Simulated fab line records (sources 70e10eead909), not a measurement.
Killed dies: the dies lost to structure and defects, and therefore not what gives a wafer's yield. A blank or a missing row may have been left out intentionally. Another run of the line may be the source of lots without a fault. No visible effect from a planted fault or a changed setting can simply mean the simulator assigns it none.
A single fault, viewed from 3 desks	flow nand_harc	every desk sees just its own numbers, and what lay behind them comes last

## THE DEFECT DESK
For each lot, the counts of the inspections along the route, averaged over the sampled wafers that have a number. The brackets show how far a lot's mean lies from the usual mean; more than 4 standard deviations puts the lot out of limits, marked OUT.
Columns: A = raw_defect_count at NHARC_A_M1_INSPECT_27, usual 426
lot	first seen here	A
L390	day 18 11:50	423
L394	day 19 02:23	343
L401	day 20 15:31	4707 (+39) OUT
L402	day 21 15:46	4778 (+40) OUT
L407	day 22 11:59	381
L409	day 23 09:31	501
This desk's finding: out of limits on L401, L402; first on L401, day 20 15:31 (raw_defect_count at NHARC_A_M1_INSPECT_27). L390, L394, L407, L409 stayed within limits.

## TOOL OWNER'S DESK, cmp-01
The tool's own readings at NHARC_A_M1_CMP_23 (polishes, t overpolish 20 s, target thk 154.34 nm): means of the sampled wafers that have a number, for each lot that ran on this tool. The brackets show how far a lot's mean lies from the usual mean; more than 4 standard deviations puts the lot out of limits, marked OUT.
Columns: A = motor_current_A at NHARC_A_M1_CMP_23, usual 12.0 A; B = time_to_endpoint_s at NHARC_A_M1_CMP_23, usual 27.8 s
lot	first seen here	A	B
L390	day 18 11:22	12.2	27.7
L401	day 20 15:10	11.8	37.5 (+4.4) OUT
L402	day 21 15:07	11.7	37.4 (+4.4) OUT
This desk's finding: out of limits on L401, L402; first on L401, day 20 15:10 (time_to_endpoint_s at NHARC_A_M1_CMP_23). L390 stayed within limits.

## AT THE METROLOGY DESK
What the gauges read, lot by lot, whatever tool the lot ran on: means of the sampled wafers that have a number. The brackets show how far a lot's mean lies from the usual mean; more than 4 standard deviations puts the lot out of limits, marked OUT.
Columns: A = cd_nm at NHARC_A_M1_CD_MEAS_16, usual 120.1 nm; B = thk_nm at NHARC_A_M1_THK_MEAS_24, usual 154.2 nm
lot	first seen here	A	B
L390	day 18 09:14	120.4	155.7
L394	day 18 23:53	121.2	152.8
L401	day 20 12:59	119.6	159.2
L402	day 21 13:19	120.3	159.7
L407	day 22 09:41	120.4	153.3
L409	day 23 06:25	119.8	156.2
This desk found nothing out of limits on any of the 6 lots.

## BROUGHT TOGETHER
An alarm could have come from the tool owner's desk at day 20 15:10, on L401, L402.
The defect desk could have raised an alarm at day 20 15:31, on L401, L402.
Metrology desk: nothing out of limits seen.
The metrology desk has L401, L402 on record, within its limits.
On cmp-01, each named lot ran NHARC_A_M1_CMP_23.

## WHAT WAS PUT IN BY THE SIMULATOR
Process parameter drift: cmp-01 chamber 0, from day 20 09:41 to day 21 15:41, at NHARC_A_M1_CMP_23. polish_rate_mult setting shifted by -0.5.
Shown lots that were struck: L401, L402.
Hours from the fault's start to each desk's first reading out of limits: the tool owner's desk, 5; the defect desk, 6.
